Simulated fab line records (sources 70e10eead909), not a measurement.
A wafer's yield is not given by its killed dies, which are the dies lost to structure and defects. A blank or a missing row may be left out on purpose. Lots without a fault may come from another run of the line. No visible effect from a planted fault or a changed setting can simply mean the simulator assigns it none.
Matching of chambers ; flow nand-harc ; NHARC_A_M0_CMP_23 on cmp-04: 4 sister chambers
The step polishes, t overpolish 20 s, target thk 113.75 nm. 4 wafers are shown with their chamber, then 7 later ones without.

## EACH WAFER AND ITS CHAMBER
wafer;chamber;motor-current-A (A)
L087.4;2;11.2
L088.2;1;12.3
L088.5;0;10.8
L090.5;3;12.7

## WAFERS WITHOUT THEIR CHAMBER
wafer;motor-current-A (A)
L090.6;11.1
L093.1;11.6
L093.3;13.5
L093.4;12.0
L097.1;11.7
L097.3;12.6
L097.6;10.8

## THE CHAMBER EACH PASSED THROUGH
wafer;from the rows above;in truth
L090.6;can't be placed: 2 or 0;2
L093.1;can't be placed: 2 or 1 or 0 or 3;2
L093.3;can't be placed: 3 or 1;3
L093.4;can't be placed: 1 or 3 or 2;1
L097.1;can't be placed: 2 or 1 or 0 or 3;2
L097.3;can't be placed: 3 or 1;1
L097.6;can't be placed: 0 or 2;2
Correct placement for 0 of the 7. From these rows, 7 cannot be placed; in 7 the true chamber is one of the candidates. Number placed wrongly: 0.
How it was worked out, from the rows above alone: a wafer's distance from a chamber is the root of the sum, over the readings, of the square of ((its reading less the chamber's mean) divided by the reading's scatter). If the next closest chamber is less than 2 further off than the closest, the wafer can't be placed; otherwise it belongs to the closest. For every chamber, the mean is computed from those of its wafers that are shown. The scatter: root of mean squared gap, hidden wafer to nearest shown wafer, with one shown wafer a chamber.
